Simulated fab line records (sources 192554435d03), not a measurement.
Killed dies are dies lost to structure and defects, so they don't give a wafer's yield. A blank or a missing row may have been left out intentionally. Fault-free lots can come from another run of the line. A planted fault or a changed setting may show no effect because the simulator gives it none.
Which tool did it?    flow n5Finfet    Sampling: 7 lots, 21 wafers, 5 of 1938 route steps

WHAT EACH GAUGE READ, for each wafer
N5_BEOL_M0_OCD_MEAS_108.
lot   measured     on      trenchDepthNm (nm)
L132  day 5 20:04  ocd-02  31.9 32.6 32.9
L134  day 6 04:50  ocd-01  32.8 31.3 31.1
L139  day 8 01:22  ocd-01  31.7 32.1 32.4
L140  day 8 02:31  ocd-01  31.5 32.1 32.3
L141  day 8 01:44  ocd-01  32.7 14.0 14.1
L147  day 9 12:17  ocd-02  33.0 34.0 33.2
L149  day 9 21:23  ocd-01  32.9 32.5 32.0

WHICH TOOL RAN EACH LOT (tool, then ch and the chambers of the sampled wafers, then the start)
lot   N5_BEOL_M0_SAQP_PECVD_03        N5_BEOL_M0_SAQP_STRIP_75          N5_BEOL_M0_HM_OPEN_105           N5_BEOL_M0_ETCH_128
L132  pecvd-03 ch 0,2, day 5 10:10    rieDiel-03 ch 0,1, day 5 15:54    rieMetal-01 ch 0,1, day 5 19:39  rieDiel-04 ch 0,2, day 5 19:55
L134  pecvd-04 ch 0,1,2, day 5 20:07  rieDiel-03 ch 0,2, day 6 02:08    rieMetal-03 ch 0,1, day 6 04:23  rieDiel-04 ch 0,2, day 6 04:41
L139  pecvd-01 ch 0,1, day 7 14:12    rieDiel-03 ch 2,3, day 7 20:10    rieMetal-01 ch 0,1, day 8 00:52  rieDiel-05 ch 0,1,3, day 8 01:13
L140  pecvd-03 ch 0,1,2, day 7 14:58  rieDiel-03 ch 0,3, day 7 21:04    rieMetal-03 ch 0,1, day 8 02:01  rieDiel-05 ch 0,3, day 8 02:23
L141  pecvd-03 ch 1,2, day 7 18:25    rieDiel-03 ch 0,1,3, day 8 00:04  rieMetal-02 ch 0,1, day 8 01:09  rieDiel-01 ch 0,1,3, day 8 01:35
L147  pecvd-04 ch 0,1,2, day 9 02:37  rieDiel-06 ch 0,2, day 9 08:21    rieMetal-01 ch 0,1, day 9 11:47  rieDiel-05 ch 0,2,3, day 9 12:09
L149  pecvd-01 ch 0,1, day 9 13:16    rieDiel-02 ch 0,2,3, day 9 19:37  rieMetal-02 ch 1, day 9 20:17    rieDiel-05 ch 0,1,2, day 9 21:14
- N5_BEOL_M0_SAQP_PECVD_03: deposits SiCN from 3MS/NH3, target thk 12 nm, time 21.1 s.
- N5_BEOL_M0_SAQP_STRIP_75: strips in CF4.
- N5_BEOL_M0_HM_OPEN_105: chemistry Cl2/BCl3, target TiN, target depth 12 nm.
- N5_BEOL_M0_ETCH_128: etches SiCN in CF4/N2, target depth 12 nm, overetch 5.1 nm, time 21.4 s.

THE ANSWER, worked out from the rows above alone
Rule: usual is defined by the lots themselves. Put in order of their means at a reading, lots are off if they are a third of the lots or fewer, leave a main group of 4 or more, and stand apart from it by a gap of 3 or more times the standard deviation of the main group's means; of several such gaps the widest counts. A main group whose means are all the same, to the digits that the tables above print for the reading, isn't used. Also off: a lot with no number at a reading for which 4 or more lots have one. All remaining lots with rows at the step are treated as sound.
Off: L141, at N5_BEOL_M0_OCD_MEAS_108 (trenchDepthNm). Main group: mean 32.4 nm, sd 0.54.
If a tool, at a process step before that reading, ran all the lots that are off and no sound lot after the first of them, it fits. Gauges at N5_BEOL_M0_OCD_MEAS_108: tried the same way as those tools. Can't be told from this: 3 tools fit, pecvd-03 at N5_BEOL_M0_SAQP_PECVD_03, rieDiel-03 at N5_BEOL_M0_SAQP_STRIP_75, rieDiel-01 at N5_BEOL_M0_ETCH_128.

WHAT THE SIMULATOR HAD PUT IN
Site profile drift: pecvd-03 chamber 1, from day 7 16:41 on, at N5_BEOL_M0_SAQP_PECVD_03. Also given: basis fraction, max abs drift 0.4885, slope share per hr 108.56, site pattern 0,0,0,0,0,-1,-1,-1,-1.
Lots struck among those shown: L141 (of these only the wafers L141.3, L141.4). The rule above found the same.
